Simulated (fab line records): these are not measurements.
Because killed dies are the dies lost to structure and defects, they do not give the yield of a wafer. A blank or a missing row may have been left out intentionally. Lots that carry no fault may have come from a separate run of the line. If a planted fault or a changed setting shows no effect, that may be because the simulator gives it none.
Struck lot and sound lot, side by side	flow n5-finfet	16 out of 1938 route steps
Sound: the wafers L372.1, L372.2, L372.3. Struck: wafer L384.4 (left out: L384.1, L384.6 of the same lot, which were not struck); the cause appears at the end.
At each step with rows: each side's tool, then ch and its chambers, then its first start. Under that, the readings that differ: sound wafers	struck wafers	difference of the means	sigmas: that difference in standard deviations of wafers without a fault.
alike: words and numbers the same on both sides, and readings whose means are apart by under 2 such deviations; not compared: readings that were withheld, readings missing a value for some wafer, numbers with overlapping values and no deviation given by the record, and bounds like >300 which may hide the same value.
The two part at a step that has a row with sigmas, a row that says differs or no value, or rows on one side only. Non-overlapping numbers with no deviation appear without sigmas and do not part them. Lack of a reading on every wafer of one side parts them only where that side has two or more wafers.

N5_GATE_CUT_OVL_MEAS_14:
  sound on overlay-01 ch 0, day 5 15:17; struck on overlay-01 ch 0, day 8 12:15
  alike: GATE_CUT_OVL
N5_GATE_CUT_INSPECT_15: inspects for defects (brightfield).
  sound on defect-inspect-02, day 5 15:21; struck on defect-inspect-01, day 8 12:19
  alike: raw-defect-count
N5_GATE_CUT_DESCUM_18: chemistry O2, time 7 s.
  sound on rie-diel-04 ch 0,1,3, day 5 15:23; struck on rie-diel-02 ch 2, day 8 12:26
  alike: drypump-motor-current-A, oes-product-au, rf-vpp-V, showerhead-plenum-p-Torr, throttle-valve-pct
  not compared: rf-hours-counter-h
N5_GATE_CUT_ETCH_28: etches underlayer in N2/H2, target depth 13 nm, time 10.4 s.
  sound on rie-diel-04 ch 0,1,3, day 5 15:25; struck on rie-diel-02 ch 2, day 8 12:28
  alike: bias-w, drypump-motor-current-A, etch-rf-on-time-s, oes-product-au, rf-vpp-V, showerhead-plenum-p-Torr, throttle-valve-pct
  not compared: rf-hours-counter-h
N5_GATE_CUT_ETCH_36: etches SiARC in CF4, target depth 13 nm, time 21.7 s.
  sound on rie-diel-04 ch 0,1,3, day 5 15:26; struck on rie-diel-02 ch 2, day 8 12:29
  alike: bias-w, drypump-motor-current-A, etch-rf-on-time-s, oes-product-au, rf-vpp-V, showerhead-plenum-p-Torr, throttle-valve-pct
  not compared: rf-hours-counter-h
then, 5 steps without rows for these wafers: N5_GATE_CUT_ETCH_37 (etches SOC in N2/H2, target depth 60 nm, overetch 12 nm, time 90 s); N5_GATE_CUT_STRIP_38 (strips in N2/H2); N5_GATE_CUT_STRIP_39 (strips in N2/H2); N5_GATE_CUT_HM_OPEN_40 (chemistry C4F6/O2, target SiO2, target depth 139 nm, time 85.1 s); N5_GATE_CUT_STRIP_41 (strips in CF4).
N5_GATE_CUT_STRIP_42: strips in O2.
  sound on rie-diel-04 ch 0,1,3, day 5 15:37; struck on rie-diel-02 ch 2, day 8 12:41
  alike: drypump-motor-current-A, oes-product-au, rf-vpp-V, showerhead-plenum-p-Torr, throttle-valve-pct
  not compared: rf-hours-counter-h
then, 1 step without rows for these wafers: N5_GATE_CUT_ETCH_19 (etches SiNx in CH3F/O2, target depth 53.7 nm, time 76.7 s).
N5_GATE_CUT_CUT_ETCH_53: etches W in SF6/Cl2, target depth 79.2 nm.
  sound on rie-metal-01 ch 0,1, day 5 15:46; struck on rie-metal-03 ch 0, day 8 12:50
reading	sound	struck	difference	sigmas
etch-rf-on-time-s (s)	26.7 26.1 26.5	19.8	-6.6	-15
oes-product-au (a.u.)	0.71 0.71 0.71	0.91	+0.20	+3
  alike: bias-w, drypump-motor-current-A, throttle-valve-pct
  not compared: rf-hours-counter-h
N5_GATE_CUT_CUT_ETCH_54: etches TiN in Cl2/BCl3, target depth 96.7 nm.
  sound on rie-metal-01 ch 0,1, day 5 15:50; struck on rie-metal-03 ch 0, day 8 12:53
  alike: bias-w, drypump-motor-current-A, etch-rf-on-time-s, oes-product-au, throttle-valve-pct
  not compared: rf-hours-counter-h
-- a jump in the record: the struck wafers' starts before and after are 5 days apart (it breaks off in module GATE_CUT and resumes in module BEOL_M4, where the first step shown is number 1111 of the route) --
N5_BEOL_M4_RC_MEAS_101:
  sound on prober-02 ch 0, day 11 03:59; struck on prober-02 ch 0, day 13 21:53
reading	sound	struck	difference	sigmas
IOFF_P (nA/um)	0.19 0.22 0.19	0.28	+0.08	+2
ION_P (uA/um)	458 463 451	476	+19	+2
  alike: DIBL_N, DIBL_P, IOFF_N, ION_N, SS_N, SS_P, VT_N, VT_P
-- record jumps: 4 days separate the struck wafers' starts on either side; left off in module BEOL_M4, taken up again in module PASSIVATION, whose first shown step is the route's number 1936 --
N5_PASSIVATION_PROBE_49:
  sound on prober-01, day 15 13:40; struck on prober-01, day 18 09:30
reading	sound	struck	difference	sigmas
killed_at_M0_to_M3	25 24 26	64	+39	+4
killed-at-front-end	56 53 60	30	-26	-2
  alike: defect-limited-yield, killed_at_M4_up, killed-at-contacts, killed-at-other, killed-dies, killed-open, killed-short, sort_bin_4_leakage, sort_bin_5_function, sort_bin_6_memory, sort-n-pass, sort-yield-pct

== WHERE THEY PART ==
First at N5_GATE_CUT_CUT_ETCH_53; last, within this record, at N5_PASSIVATION_PROBE_49.

WHY: whatever the simulator had introduced
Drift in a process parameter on rie-metal-03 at N5_GATE_CUT_CUT_ETCH_53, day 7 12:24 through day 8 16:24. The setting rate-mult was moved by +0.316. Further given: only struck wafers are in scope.
